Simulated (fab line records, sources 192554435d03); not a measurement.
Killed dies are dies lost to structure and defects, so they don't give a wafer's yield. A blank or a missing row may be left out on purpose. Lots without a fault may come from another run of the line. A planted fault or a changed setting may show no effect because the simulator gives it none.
fab line records | flow n5_finfet
record lots=6 wafers=18 last_day=18
route steps=1938 shown BEOL_M4@1089 PASSIVATION@1936
lots that met no fault: from a run of the same line without faults
start_h: hours from the record's first day to the start of the lot's first wafer shown | wait_h: hours since the lot's step before | " the same as in the row above | L1.1+2: a row that stands for several wafers | - no value, or no start given | * or withheld: withheld | < > ~ a bound
route shown NAME@n: a module of which the file shows steps, and the number in the route of the first | usual: mean/standard deviation of fault-free wafers | same: alike in all rows | chamber/n: place in a boat | sites: the reading at each site | _std_site: their standard deviation | _edge_site: outer sites' mean less inner sites' | radius_mm: how far each site lies from the wafer's centre | mask NAME#n: copy n | behind: the tool/chamber that last shaped the wafer | hold: why the lot was held/for how many hours/how that ended | device: the transistor (n, p or np) that didn't switch | end of line: the same wafers' tests at the end of the route | a step without rows: its recipe alone | killed: dies lost to structure and defects at the first sort, not the wafer's yield | map: a wafer's dies, x killed, . not, _ none there
set.NAME: the setting as run; set.NAME@STEP: as run at that earlier step | model.NAME: the simulator's own value behind a step, which no gauge read
lots at some steps of the route; a table a step, a row a wafer
services: from which hour (start_h, from the record's first day; less than 0 if before it) a tool's chamber was out of use, for how many hours, and why
## steps
# step N5_BEOL_M4_ANNEAL_82
# recipe temp_c=400 time_s=240 ambient=vacuum
# step N5_BEOL_M4_SPUTTER_86
# recipe material=Cu target_thk_a=45 temp_c=-20 chamber_pressure_pa=0.07 power_w=withheld time_s=8.29
# step N5_BEOL_M4_ANNEAL_87
# recipe temp_c=400 time_s=240 ambient=vacuum
# usual heater_power_w=821/80
# columns lot.wafer tool chamber start_h wait_h heater_power_w
L992.3 pvd_sputter-01 - 198.28 0.0 1009
L992.4 " - " " 740
L992.5 " - " " 989
L999.2 pvd_sputter-01 - 232.10 0.0 743
L999.3 " - " " 826
L999.5 " - " " 737
L107.3 pvd_sputter-02 - 283.19 0.0 698
L107.4 " - " " 904
L107.5 " - " " 776
L108.1 pvd_sputter-01 - 285.97 0.0 757
L108.4 " - " " 837
L108.5 " - " " 756
L110.3 pvd_sputter-01 - 307.38 0.0 738
L110.4 " - " " 752
L110.6 " - " " 805
L111.3 pvd_sputter-01 - 310.32 0.0 775
L111.5 " - " " 1024
L111.6 " - " " 762
# step N5_BEOL_M4_SPUTTER_88
# recipe material=Cu target_thk_a=45 temp_c=-20 chamber_pressure_pa=0.07 power_w=withheld time_s=8.29
# usual chuck_gas_flow_sccm=1.27/0.057 throttle_valve_pct=30.0/0.77
# columns lot.wafer tool chamber start_h wait_h chuck_gas_flow_sccm throttle_valve_pct
L992.3 pvd_sputter-01 - 198.42 0.1 1.29 30.0
L992.4 " - " " 1.24 31.2
L992.5 " - " " 1.28 29.9
L999.2 pvd_sputter-01 - 232.24 0.1 1.32 31.2
L999.3 " - " " 1.30 28.8
L999.5 " - " " 1.23 31.4
L107.3 pvd_sputter-02 - 283.33 0.1 1.31 28.3
L107.4 " - " " 1.25 29.8
L107.5 " - " " 1.23 31.4
L108.1 pvd_sputter-01 - 286.11 0.1 1.24 30.5
L108.4 " - " " 1.29 29.0
L108.5 " - " " 1.24 30.5
L110.3 pvd_sputter-01 - 307.52 0.1 1.24 31.0
L110.4 " - " " 1.26 30.2
L110.6 " - " " 1.25 29.2
L111.3 pvd_sputter-01 - 310.46 0.1 1.27 30.5
L111.5 " - " " 1.32 30.1
L111.6 " - " " 1.31 30.5
# step N5_BEOL_M4_ANNEAL_89
# recipe temp_c=400 time_s=240 ambient=vacuum
# usual heater_power_w=820/80
# columns lot.wafer tool chamber start_h wait_h heater_power_w
L992.3 pvd_sputter-01 - 198.50 0.0 1036
L992.4 " - " " 747
L992.5 " - " " 1002
L999.2 pvd_sputter-01 - 232.32 0.0 733
L999.3 " - " " 806
L999.5 " - " " 738
L107.3 pvd_sputter-02 - 283.41 0.0 693
L107.4 " - " " 881
L107.5 " - " " 765
L108.1 pvd_sputter-01 - 286.19 0.0 763
L108.4 " - " " 823
L108.5 " - " " 757
L110.3 pvd_sputter-01 - 307.60 0.0 732
L110.4 " - " " 763
L110.6 " - " " 814
L111.3 pvd_sputter-01 - 310.54 0.0 778
L111.5 " - " " 1004
L111.6 " - " " 754
# step N5_BEOL_M4_SPUTTER_90
# recipe material=Cu target_thk_a=45 temp_c=-20 chamber_pressure_pa=0.07 power_w=withheld time_s=8.29
# step N5_BEOL_M4_ANNEAL_91
# recipe temp_c=400 time_s=240 ambient=vacuum
# step N5_BEOL_M4_SPUTTER_92
# recipe material=Cu target_thk_a=45 temp_c=-20 chamber_pressure_pa=0.07 power_w=withheld time_s=8.29
# usual chuck_gas_flow_sccm=1.26/0.052 throttle_valve_pct=30.0/0.8
# columns lot.wafer tool chamber start_h wait_h chuck_gas_flow_sccm throttle_valve_pct
L992.3 pvd_sputter-01 - 198.86 0.1 1.28 29.7
L992.4 " - " " 1.20 31.3
L992.5 " - " " 1.22 29.9
L999.2 pvd_sputter-01 - 232.68 0.1 1.37 31.2
L999.3 " - " " 1.20 29.3
L999.5 " - " " 1.28 31.4
L107.3 pvd_sputter-02 - 283.77 0.1 1.19 28.7
L107.4 " - " " 1.27 30.1
L107.5 " - " " 1.24 31.3
L108.1 pvd_sputter-01 - 286.55 0.1 1.22 30.3
L108.4 " - " " 1.25 28.9
L108.5 " - " " 1.20 30.0
L110.3 pvd_sputter-01 - 307.96 0.1 1.25 31.2
L110.4 " - " " 1.31 30.5
L110.6 " - " " 1.20 29.2
L111.3 pvd_sputter-01 - 310.90 0.1 1.19 30.2
L111.5 " - " " 1.31 30.2
L111.6 " - " " 1.38 30.2
# step N5_BEOL_M4_ANNEAL_93
# recipe temp_c=400 time_s=240 ambient=vacuum
# step N5_BEOL_M4_SPUTTER_94
# recipe material=Cu target_thk_a=45 temp_c=-20 chamber_pressure_pa=0.07 power_w=withheld time_s=8.29
# step N5_BEOL_M4_ANNEAL_95
# recipe temp_c=400 time_s=240 ambient=vacuum
# step N5_BEOL_M4_SPUTTER_96
# recipe material=Cu target_thk_a=45 temp_c=-20 chamber_pressure_pa=0.07 power_w=withheld time_s=8.29
# step N5_BEOL_M4_ECD_50
# recipe material=Cu target_thk_a=3000
# columns lot.wafer tool chamber start_h wait_h
L992.3+4+5 ecd_cu-01 0,1,1 199.44 0.1
L999.2+3+5 ecd_cu-01 1,0,0 233.24 0.1
L107.3+4+5 ecd_cu-01 1,0,0 284.35 0.1
L108.1+4+5 ecd_cu-02 1 287.11 0.1
L110.3+4+6 ecd_cu-01 1,0,0 308.55 0.1
L111.3+5+6 ecd_cu-01 1,1,0 311.48 0.1
# step N5_BEOL_M4_ANNEAL_51
# recipe temp_c=225 time_s=90 ambient=N2
# usual wafer_temp_C_max=226.17/0.29
# columns lot.wafer tool chamber start_h wait_h wafer_temp_C_max
L992.3 rtp_anneal-01 0 199.59 0.1 225.86
L992.4 " 0 " " 225.98
L992.5 " 0 " " 226.06
L999.2 rtp_anneal-01 0 233.36 0.1 226.38
L999.3 " 0 " " 226.33
L999.5 " 0 " " 226.13
L107.3 rtp_anneal-02 0 284.50 0.1 225.53
L107.4 " 0 " " 225.81
L107.5 " 0 " " 225.54
L108.1 rtp_anneal-02 0 287.18 0.1 225.86
L108.4 " 0 " " 225.80
L108.5 " 0 " " 225.93
L110.3 rtp_anneal-02 0 308.75 0.2 226.28
L110.4 " 0 " " 226.43
L110.6 " 0 " " 226.14
L111.3 rtp_anneal-02 0 311.63 0.1 226.13
L111.5 " 0 " " 226.29
L111.6 " 0 " " 226.08
# step N5_BEOL_M4_CMP_52
# recipe stop_on=SiOC t_overpolish_s=6.8 down_force_psi=1 platen_rpm=50 clearing_platen_down_force_psi=1.5 clearing_platen_rpm=50 post_cmp_clean=cu_alkaline target_thk_nm=40 clearing_platen_pad_velocity_m_s=0.99484 pad_velocity_m_s=0.99484
# usual motor_current_A=6.2/0.59 pad_life_wafers=1060/620 time_to_endpoint_s=64/3.5
# columns lot.wafer tool chamber start_h wait_h motor_current_A pad_life_wafers time_to_endpoint_s
L992.3 cmp-01 0 199.85 0.2 6.1 990 60
L992.4 " 2 " " 7.5 992 68
L992.5 " 1 " " 6.0 - 64
L999.2 cmp-02 1 233.61 0.2 6.5 1830 61
L999.3 " 0 " " 6.9 1833 63
L999.5 " 1 " " 6.5 - 61
L107.4 cmp-01 2 284.74 0.2 7.3 1585 1
L107.3 " 0 " " 5.9 1587 0
L107.5 " 2 " " 7.2 - 1
L108.4 cmp-01 0 287.48 0.1 5.9 1608 0
L108.1 " 2 " " 7.2 1610 6
L108.5 " 0 " " 6.1 - 0
L110.3 cmp-02 3 309.07 0.3 5.0 236 67
L110.4 " 0 " " 6.9 237 71
L110.6 " 2 " " 6.5 - 62
L111.3 cmp-01 0 311.95 0.3 6.2 1827 66
L111.6 " 1 " " 5.8 - 64
L111.5 " 2 " " 7.2 - 73
# step N5_BEOL_M4_RC_MEAS_101
# usual DIBL_N=37.1/2.4 DIBL_P=37/3 IOFF_N=0.18/0.053 IOFF_P=0.21/0.05 ION_N=674/14 ION_P=459/9.2 SS_N=72.1/0.9 SS_P=73.4/0.89 VT_N=250/3.8 VT_P=-251/3.7
# columns lot.wafer tool chamber start_h wait_h DIBL_N[mV/V] DIBL_P[mV/V] IOFF_N[nA/um] IOFF_P[nA/um] ION_N[uA/um] ION_P[uA/um] SS_N[mV/dec] SS_P[mV/dec] VT_N[mV] VT_P[mV]
L992.3 prober-01 0 200.94 0.5 36.2 35 0.14 0.17 668 446 71.3 72.7 254 -254
L992.4 " 0 " " 40.4 41 0.23 0.26 672 457 72.6 74.7 250 -250
L992.5 " 0 " " 35.9 35 0.14 0.18 669 461 71.8 72.9 252 -254
L999.2 prober-01 0 234.37 0.2 35.5 36 0.17 0.20 683 463 72.0 74.1 249 -250
L999.3 " 0 " " 40.9 39 0.32 0.26 686 468 74.2 74.3 244 -246
L999.5 " 0 " " 38.3 37 0.21 0.21 674 466 73.2 73.6 247 -248
L110.3 prober-01 0 309.93 0.3 38.0 39 0.20 0.21 685 458 72.1 73.7 248 -254
L110.4 " 0 " " 35.8 35 0.15 0.16 662 443 71.5 73.2 253 -257
L110.6 " 0 " " 36.7 36 0.16 0.17 667 448 71.7 73.5 247 -257
L111.3 prober-01 0 312.76 0.3 37.9 37 0.19 0.20 679 455 72.6 72.7 249 -251
L111.5 " 0 " " 39.7 39 0.22 0.23 686 462 73.2 72.7 248 -248
L111.6 " 0 " " 40.3 40 0.21 0.24 682 449 72.5 74.8 248 -252
# step N5_PASSIVATION_PROBE_49
# usual defect_limited_yield=91.6/1.4 killed_at_M0_to_M3=32/9.5 killed_at_M4_up=13/6 killed_at_contacts=12/5.6 killed_at_front_end=39/11 killed_at_other=2.8/2.3 killed_dies=99/16 killed_on_rim=12/3.4 killed_open=65/12 killed_short=32/7.6 sort_bin_4_leakage=0.1/0.88 sort_bin_5_function=4.8/0.88 sort_bin_6_memory=3.2/0.65 sort_n_pass=1077/29 sort_yield_pct=91.2/2.5
# same gross_dies=1180 killed_at_back_side=0 sort_bin_8_speed[%]=0
# columns lot.wafer tool chamber start_h wait_h defect_limited_yield[%] killed_at_M0_to_M3 killed_at_M4_up killed_at_contacts killed_at_front_end killed_at_other killed_dies killed_on_rim killed_open killed_short sort_bin_4_leakage[%] sort_bin_5_function[%] sort_bin_6_memory[%] sort_n_pass sort_yield_pct[%]
L992.3 prober-02 - 311.81 0.1 93.3 33 11 8 26 1 79 16 50 29 0 3.9 2.6 1101 93.3
L992.4 prober-02 - 311.86 0.2 92.4 37 7 12 33 1 90 14 69 21 0 4.1 3.3 1090 92.4
L992.5 prober-02 - 311.91 0.2 92.3 27 9 14 39 2 91 9 57 32 0 4.4 3.0 1089 92.3
L107.3 prober-02 - 391.42 0.1 0 29 1099 11 37 4 1180 152 70 36 0 96.3 3.1 0 0
L107.4 prober-02 - 391.47 0.2 0 18 1103 16 35 8 1180 152 68 30 0 97.7 2.2 0 0
L107.5 prober-02 - 391.52 0.2 0 25 1103 7 37 8 1180 152 62 30 0 97.1 2.9 0 0
L108.1 prober-01 - 394.93 0.0 0 19 1098 9 53 1 1180 152 64 28 0 97.2 2.6 0 0
L108.4 prober-01 - 395.08 0.2 0 26 1088 9 55 2 1180 152 67 39 0 95.8 3.7 0 0
L108.5 prober-01 - 395.13 0.2 0 46 1080 5 44 5 1180 152 73 37 0 95.7 4.0 0 0
# killed by level:class
L992.3 BEOL_M3:geometric_particle:open=9 BEOL_M0:geometric_particle:open=8 FIN_SAQP:geometric_particle:short=6 STI_FIN_REVEAL:geometric_particle:open=5 MOL_CONTACT_COAG:geometric_particle:open=5 BEOL_M1:geometric_particle:open=4 BEOL_M2:geometric_particle:short=4 FIN_SAQP:geometric_particle:open=3
L992.4 FIN_SAQP:geometric_particle:open=17 MOL_CONTACT_COAG:geometric_particle:open=9 BEOL_M0_SAQP:geometric_particle:open=9 BEOL_M2:geometric_particle:open=8 BEOL_M0_SAQP:geometric_particle:short=4 BEOL_M0:geometric_particle:open=4 BEOL_M1:geometric_particle:open=4 BEOL_M2:geometric_particle:short=4
L992.5 MOL_CONTACT_COAG:geometric_particle:open=10 FIN_SAQP:geometric_particle:open=7 FIN_SAQP:geometric_particle:short=7 BEOL_M0:geometric_particle:open=7 STI_FIN_REVEAL:geometric_particle:open=6 DUMMY_GATE:geometric_particle:open=4 GATE_CUT:geometric_particle:short=4 MOL_CONTACT_COAG:geometric_particle:short=4
L107.3 BEOL_M4:area_ecd=1074 STI_FIN_REVEAL:geometric_particle:open=12 BEOL_M4:geometric_particle:open=11 MOL_CONTACT_COAG:geometric_particle:open=10 BEOL_M1:geometric_particle:open=9 BEOL_M4:geometric_particle:short=7 DUMMY_GATE:geometric_particle:open=6 GATE_CUT:geometric_particle:short=5
L107.4 BEOL_M4:area_ecd=1081 MOL_CONTACT_COAG:geometric_particle:open=14 BEOL_M4:geometric_particle:open=9 STI_FIN_REVEAL:geometric_particle:open=8 FIN_SAQP:geometric_particle:open=6 STI_FIN_REVEAL:geometric_particle:short=4 BEOL_M1:geometric_particle:open=4 BEOL_M2:geometric_particle:open=4
L107.5 BEOL_M4:area_ecd=1087 STI_FIN_REVEAL:geometric_particle:open=17 BEOL_M3:geometric_particle:open=8 BEOL_M4:geometric_particle:open=8 BEOL_M0_SAQP:geometric_particle:short=7 MOL_CONTACT_COAG:geometric_particle:open=6 BEOL_M1:geometric_particle:short=4 FIN_SAQP:geometric_particle:short=3
L108.1 BEOL_M4:area_ecd=1087 FIN_SAQP:geometric_particle:open=15 STI_FIN_REVEAL:geometric_particle:open=7 BEOL_M1:geometric_particle:open=7 MOL_CONTACT_COAG:geometric_particle:open=7 FIN_SAQP:geometric_particle:short=6 STARTING-WAFER:geometric_particle:short=6 BEOL_M3:geometric_particle:open=5
L108.4 BEOL_M4:area_ecd=1074 STI_FIN_REVEAL:geometric_particle:open=14 FIN_SAQP:geometric_particle:open=8 DUMMY_GATE:geometric_particle:open=8 FIN_SAQP:geometric_particle:short=7 MOL_CONTACT_COAG:geometric_particle:open=7 BEOL_M1:geometric_particle:short=6 GATE_CUT:geometric_particle:short=6
L108.5 BEOL_M4:area_ecd=1070 BEOL_M1:geometric_particle:open=14 FIN_SAQP:geometric_particle:open=12 BEOL_M3:geometric_particle:open=9 DUMMY_GATE:geometric_particle:open=8 BEOL_M2:geometric_particle:open=6 STI_FIN_REVEAL:geometric_particle:open=5 GATE_CUT:geometric_particle:short=5
# map L107.3 (x killed, . not)
_________________xxxxxxxxxxxx________________
______________xxxxxxxxxxxxxxxxxx_____________
___________xxxxxxxxxxxxxxxxxxxxxxxx__________
__________xxxxxxxxxxxxxxxxxxxxxxxxxx_________
________xxxxxxxxxxxxxxxxxxxxxxxxxxxxxx_______
_______xxxxxxxxxxxxxxxxxxxxxxxxxxxxxxxx______
______xxxxxxxxxxxxxxxxxxxxxxxxxxxxxxxxxx_____
_____xxxxxxxxxxxxxxxxxxxxxxxxxxxxxxxxxxxx____
____xxxxxxxxxxxxxxxxxxxxxxxxxxxxxxxxxxxxxx___
___xxxxxxxxxxxxxxxxxxxxxxxxxxxxxxxxxxxxxxxx__
___xxxxxxxxxxxxxxxxxxxxxxxxxxxxxxxxxxxxxxxx__
__xxxxxxxxxxxxxxxxxxxxxxxxxxxxxxxxxxxxxxxxxx_
__xxxxxxxxxxxxxxxxxxxxxxxxxxxxxxxxxxxxxxxxxx_
_xxxxxxxxxxxxxxxxxxxxxxxxxxxxxxxxxxxxxxxxxxxx
_xxxxxxxxxxxxxxxxxxxxxxxxxxxxxxxxxxxxxxxxxxxx
_xxxxxxxxxxxxxxxxxxxxxxxxxxxxxxxxxxxxxxxxxxxx
_xxxxxxxxxxxxxxxxxxxxxxxxxxxxxxxxxxxxxxxxxxxx
_xxxxxxxxxxxxxxxxxxxxxxxxxxxxxxxxxxxxxxxxxxxx
_xxxxxxxxxxxxxxxxxxxxxxxxxxxxxxxxxxxxxxxxxxxx
_xxxxxxxxxxxxxxxxxxxxxxxxxxxxxxxxxxxxxxxxxxxx
_xxxxxxxxxxxxxxxxxxxxxxxxxxxxxxxxxxxxxxxxxxxx
__xxxxxxxxxxxxxxxxxxxxxxxxxxxxxxxxxxxxxxxxxx_
__xxxxxxxxxxxxxxxxxxxxxxxxxxxxxxxxxxxxxxxxxx_
___xxxxxxxxxxxxxxxxxxxxxxxxxxxxxxxxxxxxxxxx__
___xxxxxxxxxxxxxxxxxxxxxxxxxxxxxxxxxxxxxxxx__
____xxxxxxxxxxxxxxxxxxxxxxxxxxxxxxxxxxxxxx___
_____xxxxxxxxxxxxxxxxxxxxxxxxxxxxxxxxxxxx____
______xxxxxxxxxxxxxxxxxxxxxxxxxxxxxxxxxx_____
_______xxxxxxxxxxxxxxxxxxxxxxxxxxxxxxxx______
________xxxxxxxxxxxxxxxxxxxxxxxxxxxxxx_______
__________xxxxxxxxxxxxxxxxxxxxxxxxxx_________
___________xxxxxxxxxxxxxxxxxxxxxxxx__________
______________xxxxxxxxxxxxxxxxxx_____________
_________________xxxxxxxxxxxx________________
# map L108.1 (x killed, . not)
_________________xxxxxxxxxxxx________________
______________xxxxxxxxxxxxxxxxxx_____________
___________xxxxxxxxxxxxxxxxxxxxxxxx__________
__________xxxxxxxxxxxxxxxxxxxxxxxxxx_________
________xxxxxxxxxxxxxxxxxxxxxxxxxxxxxx_______
_______xxxxxxxxxxxxxxxxxxxxxxxxxxxxxxxx______
______xxxxxxxxxxxxxxxxxxxxxxxxxxxxxxxxxx_____
_____xxxxxxxxxxxxxxxxxxxxxxxxxxxxxxxxxxxx____
____xxxxxxxxxxxxxxxxxxxxxxxxxxxxxxxxxxxxxx___
___xxxxxxxxxxxxxxxxxxxxxxxxxxxxxxxxxxxxxxxx__
___xxxxxxxxxxxxxxxxxxxxxxxxxxxxxxxxxxxxxxxx__
__xxxxxxxxxxxxxxxxxxxxxxxxxxxxxxxxxxxxxxxxxx_
__xxxxxxxxxxxxxxxxxxxxxxxxxxxxxxxxxxxxxxxxxx_
_xxxxxxxxxxxxxxxxxxxxxxxxxxxxxxxxxxxxxxxxxxxx
_xxxxxxxxxxxxxxxxxxxxxxxxxxxxxxxxxxxxxxxxxxxx
_xxxxxxxxxxxxxxxxxxxxxxxxxxxxxxxxxxxxxxxxxxxx
_xxxxxxxxxxxxxxxxxxxxxxxxxxxxxxxxxxxxxxxxxxxx
_xxxxxxxxxxxxxxxxxxxxxxxxxxxxxxxxxxxxxxxxxxxx
_xxxxxxxxxxxxxxxxxxxxxxxxxxxxxxxxxxxxxxxxxxxx
_xxxxxxxxxxxxxxxxxxxxxxxxxxxxxxxxxxxxxxxxxxxx
_xxxxxxxxxxxxxxxxxxxxxxxxxxxxxxxxxxxxxxxxxxxx
__xxxxxxxxxxxxxxxxxxxxxxxxxxxxxxxxxxxxxxxxxx_
__xxxxxxxxxxxxxxxxxxxxxxxxxxxxxxxxxxxxxxxxxx_
___xxxxxxxxxxxxxxxxxxxxxxxxxxxxxxxxxxxxxxxx__
___xxxxxxxxxxxxxxxxxxxxxxxxxxxxxxxxxxxxxxxx__
____xxxxxxxxxxxxxxxxxxxxxxxxxxxxxxxxxxxxxx___
_____xxxxxxxxxxxxxxxxxxxxxxxxxxxxxxxxxxxx____
______xxxxxxxxxxxxxxxxxxxxxxxxxxxxxxxxxx_____
_______xxxxxxxxxxxxxxxxxxxxxxxxxxxxxxxx______
________xxxxxxxxxxxxxxxxxxxxxxxxxxxxxx_______
__________xxxxxxxxxxxxxxxxxxxxxxxxxx_________
___________xxxxxxxxxxxxxxxxxxxxxxxx__________
______________xxxxxxxxxxxxxxxxxx_____________
_________________xxxxxxxxxxxx________________
## services
# columns tool chamber start_h hours kind
cmp-01 - 197.28 2.3 repair
rtp_anneal-01 - 214.33 2.1 pm
cmp-01 - 222.06 19.9 pm
ecd_cu-01 - 226.14 4.4 repair
cmp-01 - 254.51 0.3 repair
cmp-02 - 259.65 4.0 pm
cmp-02 - 263.65 - consumable_replace:conditioner
cmp-02 - 263.65 - consumable_replace:pad
cmp-02 - 267.05 16.2 repair
ecd_cu-02 - 288.11 6.3 pm
cmp-02 - 289.29 0.4 repair
ecd_cu-02 - 312.00 0.6 repair
## key
first_sign step=N5_BEOL_M4_CMP_52 reading=time_to_endpoint_s direction=down sigmas=18 usual=* struck=*
effect step=N5_PASSIVATION_PROBE_49 reading=killed_at_M4_up direction=up sigmas=99+ usual=13 struck=1095
more_kills_born_at N5_BEOL_M4_ECD_50@ecd_cu-01=3242 N5_BEOL_M4_ECD_50@ecd_cu-02=3231
met_at N5_BEOL_M4_ECD_50
struck_wafers L107.3,L107.4,L107.5,L108.1,L108.4,L108.5
later_rows_left_out L107.3,L107.4,L107.5,L108.1,L108.4,L108.5
onset_between 233.24 284.35
fault kind=skipped_step_whole tool=ecd_cu-01,ecd_cu-02 chamber=- onset_h=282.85 steps=N5_BEOL_M4_ECD_50 scope=struck_lots_only
# later_rows_left_out: the simulator's readings of these wafers behind a module that went badly wrong aren't trusted and aren't shown, but for the sort
